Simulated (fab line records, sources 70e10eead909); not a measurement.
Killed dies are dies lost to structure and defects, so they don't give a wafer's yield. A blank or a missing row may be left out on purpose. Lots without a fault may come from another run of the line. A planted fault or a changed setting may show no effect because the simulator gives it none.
fab line records | flow nand_harc | part 1 of 2: steps 1 to 29 of 38
record lots=5 wafers=15 last_day=27
route steps=1159 shown P_GATE@206 P_CONTACT@217
lots that met no fault: from a run of the same line without faults
start_h: hours from the record's first day to the start of the lot's first wafer shown | wait_h: hours since the lot's step before | " the same as in the row above | L1.1+2: a row that stands for several wafers | - no value, or no start given | * or withheld: withheld | < > ~ a bound
route shown NAME@n: a module of which the file shows steps, and the number in the route of the first | usual: mean/standard deviation of fault-free wafers | same: alike in all rows | chamber/n: place in a boat | sites: the reading at each site | _std_site: their standard deviation | _edge_site: outer sites' mean less inner sites' | radius_mm: how far each site lies from the wafer's centre | mask NAME#n: copy n | behind: the tool/chamber that last shaped the wafer | hold: why the lot was held/for how many hours/how that ended | device: the transistor (n, p or np) that didn't switch | end of line: the same wafers' tests at the end of the route | a step without rows: its recipe alone | killed: dies lost to structure and defects at the first sort, not the wafer's yield | map: a wafer's dies, x killed, . not, _ none there
set.NAME: the setting as run; set.NAME@STEP: as run at that earlier step | model.NAME: the simulator's own value behind a step, which no gauge read
lots at some steps of the route; a table a step, a row a wafer
services: from which hour (start_h, from the record's first day; less than 0 if before it) a tool's chamber was out of use, for how many hours, and why
## steps
# step NHARC_P_GATE_STRIP_96
# recipe time_s=900 temp_c=130 chemistry=SPM
# columns lot.wafer tool chamber start_h wait_h
L075.6+3+4 wet_bench-01 7,1,2 165.29 0.2
L081.4+5+1 wet_bench-09 0,2,3 177.48 0.2
L080.2+3+1 wet_bench-07 5,6,7 178.91 0.2
L082.6+4+3 wet_bench-09 2,3,5 183.59 0.2
L090.4+5+3 wet_bench-01 3,4,7 200.75 0.2
# step NHARC_P_GATE_RTA_64
# recipe temp_c=1050 time_s=1
# usual lamp_power_pct=35/7.1 wafer_temp_C_max=1055.1/1.2
# columns lot.wafer tool chamber start_h wait_h lamp_power_pct wafer_temp_C_max
L075.3 rtp_anneal-01 0 165.69 - 43 1054.3
L075.4 " 0 " " 43 1054.6
L075.6 " 0 " " 43 1054.6
L081.1 rtp_anneal-02 0 177.94 - 29 1055.4
L081.4 " 0 " " 29 1054.7
L081.5 " 0 " " 29 1054.4
L080.1 rtp_anneal-01 0 179.26 - 43 1055.7
L080.2 " 0 " " 43 1054.4
L080.3 " 0 " " 43 1056.0
L082.3 rtp_anneal-01 0 183.98 - 43 1055.9
L082.4 " 0 " " 43 1056.9
L082.6 " 0 " " 43 1055.8
L090.3 rtp_anneal-01 0 201.39 - 43 1056.3
L090.4 " 0 " " 43 1055.1
L090.5 " 0 " " 43 1054.7
# step NHARC_P_GATE_ETCH_77
# recipe target_depth_a=60 chemistry=dHF material=SiO2
# columns lot.wafer tool chamber start_h wait_h
L075.6+4+3 wet_bench-07 7,0,3 165.84 0.0
L081.5+4+1 wet_bench-07 5,7,0 178.15 0.1
L080.2+3+1 wet_bench-09 1,2,4 179.47 0.1
L082.4+3+6 wet_bench-01 5,6,1 184.13 0.1
L090.5+4+3 wet_bench-09 5,7,0 201.54 0.1
# step NHARC_P_GATE_DEGAS_109
# recipe temp_c=300 time_s=60
# usual heater_power_w=474/52
# columns lot.wafer tool chamber start_h wait_h heater_power_w
L075.3 pvd_sputter-03 - 165.95 0.1 410
L075.4 " - " " 450
L075.6 " - " " 428
L081.4 pvd_sputter-01 - 178.25 0.1 444
L081.1 " - " " 521
L081.5 " - " " 460
L080.2 pvd_sputter-01 - 179.57 0.1 528
L080.3 " - " " 585
L080.1 " - " " 457
L082.3 pvd_sputter-01 - 184.23 0.1 440
L082.4 " - " " 513
L082.6 " - " " 580
L090.3 pvd_sputter-01 - 201.65 0.1 572
L090.4 " - " " 446
L090.5 " - " " 503
# step NHARC_P_GATE_PRE_CLEAN_110
# recipe time_s=30 bias_v=200 gas=Ar
# columns lot.wafer tool chamber start_h wait_h
L075.3+4+6 pvd_sputter-03 - - -
L081.4+1+5 pvd_sputter-01 - - -
L080.2+1+3 pvd_sputter-01 - - -
L082.4+3+6 pvd_sputter-01 - - -
L090.4+3+5 pvd_sputter-01 - - -
# step NHARC_P_GATE_SPUTTER_78
# recipe target_thk_a=100 material=Ni
# columns lot.wafer tool chamber start_h wait_h
L075.3+4+6 pvd_sputter-03 - - -
L081.1+4+5 pvd_sputter-01 - - -
L080.1+3+2 pvd_sputter-01 - - -
L082.4+3+6 pvd_sputter-01 - - -
L090.4+3+5 pvd_sputter-01 - - -
# step NHARC_P_GATE_SPUTTER_79
# recipe target_thk_a=100 material=TiN
# columns lot.wafer tool chamber start_h wait_h
L075.3+4+6 pvd_sputter-03 - - -
L081.4+1+5 pvd_sputter-01 - - -
L080.2+1+3 pvd_sputter-01 - - -
L082.4+3+6 pvd_sputter-01 - - -
L090.4+3+5 pvd_sputter-01 - - -
# step NHARC_P_GATE_RTA_80
# recipe temp_c=300 time_s=30
# usual lamp_power_pct=2.1/0.43 wafer_temp_C_max=301.5/0.41
# columns lot.wafer tool chamber start_h wait_h lamp_power_pct wafer_temp_C_max
L075.3 rtp_anneal-02 0 166.36 - 1.7 301.6
L075.4 " 0 " " 1.7 301.0
L075.6 " 0 " " 1.7 301.4
L081.1 rtp_anneal-02 0 178.54 - 1.7 300.9
L081.4 " 0 " " 1.7 301.4
L081.5 " 0 " " 1.7 301.3
L080.1 rtp_anneal-01 0 179.86 - 2.6 302.2
L080.2 " 0 " " 2.6 301.9
L080.3 " 0 " " 2.6 302.0
L082.3 rtp_anneal-02 0 184.58 - 1.7 300.6
L082.4 " 0 " " 1.7 301.4
L082.6 " 0 " " 1.7 301.4
L090.3 rtp_anneal-02 0 201.99 - 1.7 301.6
L090.4 " 0 " " 1.7 300.6
L090.5 " 0 " " 1.7 301.6
# step NHARC_P_GATE_STRIP_67
# recipe time_s=600 temp_c=130 chemistry=SPM
# columns lot.wafer tool chamber start_h wait_h
L075.3+6+4 wet_bench-09 4,5,1 166.50 0.1
L081.1+4+5 wet_bench-01 4,5,6 178.76 0.2
L080.1+3+2 wet_bench-09 7,0,1 180.06 0.2
L082.6+3+4 wet_bench-07 4,5,6 184.74 0.0
L090.5+3+4 wet_bench-09 1,2,4 202.13 0.1
# step NHARC_P_GATE_RTA_82
# recipe temp_c=450 time_s=30
# usual lamp_power_pct=4.0/0.83 wafer_temp_C_max=452.2/0.52
# columns lot.wafer tool chamber start_h wait_h lamp_power_pct wafer_temp_C_max
L075.3 rtp_anneal-02 0 166.82 - 3.3 452.2
L075.4 " 0 " " 3.3 451.9
L075.6 " 0 " " 3.3 452.7
L081.1 rtp_anneal-01 0 179.00 - 5.0 451.5
L081.4 " 0 " " 5.0 452.3
L081.5 " 0 " " 5.0 452.6
L080.1 rtp_anneal-02 0 180.32 - 3.3 451.4
L080.2 " 0 " " 3.3 452.2
L080.3 " 0 " " 3.3 451.5
L082.3 rtp_anneal-01 0 185.04 - 5.0 452.7
L082.4 " 0 " " 5.0 453.6
L082.6 " 0 " " 5.0 452.9
L090.3 rtp_anneal-02 0 202.50 - 3.3 452.5
L090.4 " 0 " " 3.3 452.9
L090.5 " 0 " " 3.3 452.0
# step NHARC_P_GATE_INSPECT_68
# usual raw_defect_count=176/60
# columns lot.wafer tool chamber start_h wait_h raw_defect_count
L075.3 defect_inspect-02 - 166.96 0.1 209
L075.4 " - " " 171
L075.6 " - " " 258
L081.1 defect_inspect-01 - 179.20 0.2 251
L081.4 " - " " 320
L081.5 " - " " 175
L080.1 defect_inspect-01 - 180.52 0.2 198
L080.2 " - " " 170
L080.3 " - " " 159
L082.3 defect_inspect-01 - 185.19 0.1 107
L082.4 " - " " 193
L082.6 " - " " 141
L090.3 defect_inspect-01 - 202.64 0.1 287
L090.4 " - " " 177
L090.5 " - " " 259
# step NHARC_P_CONTACT_DEP_30
# recipe target_thk_a=300 temp_c=400 target_thk_nm=30 flow_sccm=200 rf_w=450 material=SiNx
# usual heater_power_w=746/69
# columns lot.wafer tool chamber start_h wait_h heater_power_w
L075.3 pecvd-01 0 167.03 0.1 742
L075.6 " 0 " " 728
L075.4 " 1 " " 705
L081.1 pecvd-03 0 179.35 0.1 831
L081.4 " 1 " " 650
L081.5 " 0 " " 793
L080.2 pecvd-01 1 180.59 0.1 738
L080.3 " 2 " " 811
L080.1 " 0 " " 684
L082.3 pecvd-03 1 185.25 0.1 776
L082.4 " 1 " " 757
L082.6 " 0 " " 896
L090.3 pecvd-02 2 202.78 0.1 764
L090.4 " 0 " " 751
L090.5 " 2 " " 736
# step NHARC_P_CONTACT_DEP_00
# recipe target_thk_a=5000 temp_c=400 pressure_torr=6.5 rf_w=900 teos_flow_sccm=161.4 flow_sccm=2650 target_thk_nm=500 gas=O2 material=SiO2
# usual heater_power_w=577/76 throttle_valve_pct=15.6/0.51
# columns lot.wafer tool chamber start_h wait_h heater_power_w throttle_valve_pct
L075.3 pecvd-01 0 - - 477 16.3
L075.6 " 0 " " 525 16.5
L075.4 " 1 " " 420 16.3
L081.1 pecvd-03 0 - - 719 15.1
L081.4 " 1 " " 587 15.5
L081.5 " 0 " " 539 15.0
L080.2 pecvd-01 1 - - 536 16.5
L080.3 " 2 " " 663 15.1
L080.1 " 0 " " 501 16.7
L082.3 pecvd-03 1 - - 521 15.3
L082.4 " 1 " " 528 15.5
L082.6 " 0 " " 694 15.2
L090.3 pecvd-02 2 - - 659 15.7
L090.4 " 0 " " 589 15.3
L090.5 " 2 " " 671 15.2
# step NHARC_P_CONTACT_CMP_01
# recipe target_thk_nm=200 material=SiO2
# usual motor_current_A=12.1/1.4 slurry_filter_dp_kPa=13.51/0.14
# columns lot.wafer tool chamber start_h wait_h motor_current_A slurry_filter_dp_kPa
L075.4 cmp-03 0 167.74 - 9.4 13.62
L075.3 " 2 " " 11.4 13.53
L075.6 " 1 " " 10.5 13.29
L081.1 cmp-04 1 179.98 - 12.4 13.46
L081.4 " 2 " " 12.7 13.47
L081.5 " 2 " " 13.2 13.61
L080.1 cmp-03 3 181.30 - 14.7 13.50
L080.2 " 0 " " 9.8 13.48
L080.3 " 2 " " 11.3 13.39
L082.3 cmp-04 2 185.97 - 13.5 13.39
L082.4 " 0 " " 11.4 13.55
L082.6 " 2 " " 13.8 13.65
L090.4 cmp-01 3 203.47 - 13.3 13.80
L090.3 " 0 " " 12.5 13.55
L090.5 " 1 " " 13.5 13.48
# step NHARC_P_CONTACT_SRD_03
# columns lot.wafer tool chamber start_h wait_h
L075.3+4+6 wet_bench-03 7,0,2 168.04 0.0
L081.5+4+1 wet_bench-05 1,4,5 180.28 0.0
L080.3+1+2 wet_bench-05 2,3,5 181.59 0.0
L082.6+4+3 wet_bench-03 0,2,4 186.27 0.0
L090.5+3+4 wet_bench-03 3,5,7 203.72 0.0
# step NHARC_P_CONTACT_DEHYDRATE_04
# recipe temp_c=150 time_s=120
# usual heater_power_total_W=182.6/1.3
# columns lot.wafer tool chamber start_h wait_h heater_power_total_W
L075.3 litho_track-04 0 168.14 0.1 184.6
L075.4 " 0 " " 180.9
L075.6 " 0 " " 181.4
L081.1 litho_track-06 0 180.36 0.1 184.8
L081.4 " 0 " " 184.4
L081.5 " 0 " " 182.2
L080.1 litho_track-04 0 181.68 0.1 183.2
L080.2 " 0 " " 184.3
L080.3 " 0 " " 181.0
L082.3 litho_track-06 0 186.35 0.1 183.7
L082.4 " 0 " " 180.8
L082.6 " 0 " " 182.6
L090.3 litho_track-01 0 203.80 0.1 181.4
L090.4 " 0 " " 184.5
L090.5 " 0 " " 181.4
# step NHARC_P_CONTACT_HMDS_05
# recipe time_s=30
# columns lot.wafer tool chamber start_h wait_h
L075.3+4+6 litho_track-04 0 - -
L081.1+4+5 litho_track-06 0 - -
L080.1+2+3 litho_track-04 0 - -
L082.3+4+6 litho_track-06 0 - -
L090.3+4+5 litho_track-01 0 - -
# step NHARC_P_CONTACT_COAT_33
# recipe temp_c=260 time_s=75
# usual heater_power_total_W=486.7/1.6
# columns lot.wafer tool chamber start_h wait_h heater_power_total_W
L075.3 litho_track-04 0 - - 487.2
L075.4 " 0 " " 488.1
L075.6 " 0 " " 485.5
L081.1 litho_track-06 0 - - 486.7
L081.4 " 0 " " 486.8
L081.5 " 0 " " 486.5
L080.1 litho_track-04 0 - - 485.3
L080.2 " 0 " " 489.7
L080.3 " 0 " " 487.7
L082.3 litho_track-06 0 - - 485.0
L082.4 " 0 " " 485.3
L082.6 " 0 " " 489.3
L090.3 litho_track-01 0 - - 485.1
L090.4 " 0 " " 489.4
L090.5 " 0 " " 488.6
# step NHARC_P_CONTACT_COAT_34
# recipe temp_c=225 time_s=65
# usual heater_power_total_W=446.8/2
# columns lot.wafer tool chamber start_h wait_h heater_power_total_W
L075.3 litho_track-04 0 - - 444.9
L075.4 " 0 " " 449.1
L075.6 " 0 " " 449.4
L081.1 litho_track-06 0 - - 447.9
L081.4 " 0 " " 449.2
L081.5 " 0 " " 447.7
L080.1 litho_track-04 0 - - 449.4
L080.2 " 0 " " 448.4
L080.3 " 0 " " 443.9
L082.3 litho_track-06 0 - - 449.2
L082.4 " 0 " " 448.8
L082.6 " 0 " " 448.0
L090.3 litho_track-01 0 - - 445.9
L090.4 " 0 " " 447.6
L090.5 " 0 " " 448.6
# step NHARC_P_CONTACT_COAT_06
# recipe spin_rpm=1500 resist_thk_nm=90
# usual spin_speed_rpm=1500.2/0.89
# columns lot.wafer tool chamber start_h wait_h spin_speed_rpm
L075.3 litho_track-04 0 - - 1500.9
L075.4 " 0 " " 1500.0
L075.6 " 0 " " 1500.8
L081.1 litho_track-06 0 - - 1500.5
L081.4 " 0 " " 1500.6
L081.5 " 0 " " 1500.3
L080.1 litho_track-04 0 - - 1499.8
L080.2 " 0 " " 1499.2
L080.3 " 0 " " 1501.2
L082.3 litho_track-06 0 - - 1499.5
L082.4 " 0 " " 1499.5
L082.6 " 0 " " 1500.5
L090.3 litho_track-01 0 - - 1500.3
L090.4 " 0 " " 1499.7
L090.5 " 0 " " 1500.6
# step NHARC_P_CONTACT_SOFTBAKE_07
# recipe temp_c=105 time_s=55
# usual heater_power_total_W=188.46/0.14
# columns lot.wafer tool chamber start_h wait_h heater_power_total_W
L075.3 litho_track-04 0 - - 188.35
L075.4 " 0 " " 188.48
L075.6 " 0 " " 188.45
L081.1 litho_track-06 0 - - 188.36
L081.4 " 0 " " 188.53
L081.5 " 0 " " 188.59
L080.1 litho_track-04 0 - - 188.34
L080.2 " 0 " " 188.64
L080.3 " 0 " " 188.34
L082.3 litho_track-06 0 - - 188.55
L082.4 " 0 " " 188.72
L082.6 " 0 " " 188.65
L090.3 litho_track-01 0 - - 188.31
L090.4 " 0 " " 188.30
L090.5 " 0 " " 188.30
# step NHARC_P_CONTACT_EBR_08
# columns lot.wafer tool chamber start_h wait_h
L075.3+4+6 litho_track-04 0 - -
L081.1+4+5 litho_track-06 0 - -
L080.1+2+3 litho_track-04 0 - -
L082.3+4+6 litho_track-06 0 - -
L090.3+4+5 litho_track-01 0 - -
# step NHARC_P_CONTACT_EXPOSE_09
# recipe na=1.35 target_cd_nm=90 dose_mj=81.26 mask_id=P_CA
# same na=1.35
# columns lot.wafer tool chamber start_h wait_h mask
L075.3+4+6 arfi_scanner-03 0 168.33 - P_CA#0
L081.1+4+5 arfi_scanner-03 0 180.68 - P_CA#0
L080.1+2+3 arfi_scanner-01 0 181.99 - P_CA#0
L082.3+4+6 arfi_scanner-03 0 186.67 - P_CA#0
L090.3+4+5 arfi_scanner-01 0 204.12 - P_CA#0
# step NHARC_P_CONTACT_PEB_10
# recipe peb_temp_c=100 peb_time_s=65
# usual heater_power_total_W=156.7/0.42
# columns lot.wafer tool chamber start_h wait_h heater_power_total_W
L075.3 litho_track-04 0 168.38 0.0 157.1
L075.4 " 0 " " 157.2
L075.6 " 0 " " 156.3
L081.1 litho_track-04 0 180.75 0.1 156.1
L081.4 " 0 " " 156.4
L081.5 " 0 " " 156.7
L080.1 litho_track-01 0 182.04 0.1 157.1
L080.2 " 0 " " 157.1
L080.3 " 0 " " 157.1
L082.3 litho_track-01 0 186.72 0.0 157.0
L082.4 " 0 " " 157.0
L082.6 " 0 " " 156.7
L090.3 litho_track-06 0 204.17 0.0 156.2
L090.4 " 0 " " 156.0
L090.5 " 0 " " 156.3
# step NHARC_P_CONTACT_DEVELOP_11
# recipe develop_time_s=35 dev_temp_c=23
# columns lot.wafer tool chamber start_h wait_h
L075.3+4+6 litho_track-04 0 - -
L081.1+4+5 litho_track-04 0 - -
L080.1+2+3 litho_track-01 0 - -
L082.3+4+6 litho_track-01 0 - -
L090.3+4+5 litho_track-06 0 - -
# step NHARC_P_CONTACT_CD_MEAS_12
# recipe target_cd_nm=90 landing_energy_ev=500
# usual cd_nm=90.1/0.62
# columns lot.wafer tool chamber start_h wait_h cd_nm
L075.3 cd_sem-03 0 168.47 - 89.3
L075.4 " 0 " " 89.9
L075.6 " 0 " " 90.0
L081.1 cd_sem-03 0 180.82 - 90.0
L081.4 " 0 " " 89.5
L081.5 " 0 " " 91.5
L080.1 cd_sem-01 0 182.12 - 90.5
L080.2 " 0 " " 90.5
L080.3 " 0 " " 90.8
L082.3 cd_sem-01 0 186.80 - 90.4
L082.4 " 0 " " 90.4
L082.6 " 0 " " 90.2
L090.3 cd_sem-02 0 204.25 - 90.8
L090.4 " 0 " " 90.7
L090.5 " 0 " " 91.1
# step NHARC_P_CONTACT_OVL_MEAS_13
# usual overlay_x_nm=0.2/0.85 overlay_y_nm=-0.2/1.1
# columns lot.wafer tool chamber start_h wait_h overlay_x_nm overlay_y_nm
L075.3 overlay-01 - 168.55 - 0.2 0.2
L075.4 " - " " 0.7 0.3
L075.6 " - " " 0.5 -0.1
L081.1 overlay-01 - 180.91 - 1.5 -1.3
L081.4 " - " " 1.2 -0.9
L081.5 " - " " 1.4 -1.0
L080.1 overlay-01 - 182.21 - -1.4 -0.2
L080.2 " - " " -0.7 0.6
L080.3 " - " " -0.7 0.2
L082.3 overlay-01 - 186.89 - -1.2 -1.2
L082.4 " - " " -2.1 -1.2
L082.6 " - " " -1.5 -0.9
L090.3 overlay-02 - 204.34 - -0.1 0.4
L090.4 " - " " 0.4 0.3
L090.5 " - " " 0.4 0.6
# step NHARC_P_CONTACT_INSPECT_14
# usual raw_defect_count=3.5/2
# columns lot.wafer tool chamber start_h wait_h raw_defect_count
L075.3 defect_inspect-01 - 168.59 0.0 3
L075.4 " - " " 3
L075.6 " - " " 5
L081.1 defect_inspect-02 - 180.97 0.1 4
L081.4 " - " " 7
L081.5 " - " " 4
L080.1 defect_inspect-01 - 182.25 0.0 5
L080.2 " - " " 3
L080.3 " - " " 4
L082.3 defect_inspect-01 - 186.93 0.0 2
L082.4 " - " " 4
L082.6 " - " " 3
L090.3 defect_inspect-01 - 204.37 0.0 6
L090.4 " - " " 4
L090.5 " - " " 2
# step NHARC_P_CONTACT_DESCUM_17
# recipe time_s=3 o2_flow_sccm=200 ar_flow_sccm=0 bias_power_w=0 chemistry=O2
# usual drypump_motor_current_A=5.8/0.37 oes_product_au=0.999/0.0098 rf_vpp_V=57.9/0.96 showerhead_plenum_p_Torr=1.94/0.084 throttle_valve_pct=11.312/0.0094
# columns lot.wafer tool chamber start_h wait_h drypump_motor_current_A oes_product_au rf_hours_counter_h rf_vpp_V showerhead_plenum_p_Torr throttle_valve_pct
L075.3 rie_diel-01 0 168.65 0.1 6.0 1.004 3 58.1 1.95 11.324
L075.4 " 0 " " 6.0 0.991 - 58.1 1.95 11.328
L075.6 " 1 " " 6.4 0.988 - 58.0 1.84 11.320
L081.1 rie_diel-01 2 181.04 0.1 6.0 1.005 4 58.5 2.04 11.308
L081.5 " 2 " " 6.0 1.009 - 57.1 2.04 11.333
L081.4 " 3 " " 5.7 0.996 - 59.3 1.90 11.300
L080.2 rie_diel-12 0 182.31 0.1 5.4 1.004 17 57.0 1.87 11.302
L080.3 " 2 " " 5.3 1.001 14 57.3 1.84 11.326
L080.1 " 3 " " 5.9 0.999 15 57.9 2.06 11.304
L082.4 rie_diel-12 3 186.99 0.1 5.9 1.003 15 58.8 2.06 11.320
L082.3 " 1 " " 6.4 1.000 19 57.7 1.96 11.314
L082.6 " 3 " " 5.9 1.005 - 57.5 2.06 11.304
L090.3 rie_diel-01 2 204.43 0.1 6.0 0.991 7 57.3 2.03 11.323
L090.4 " 0 " " 6.0 0.997 8 58.4 1.95 11.318
L090.5 " 3 " " 5.7 0.993 - 57.9 1.90 11.304
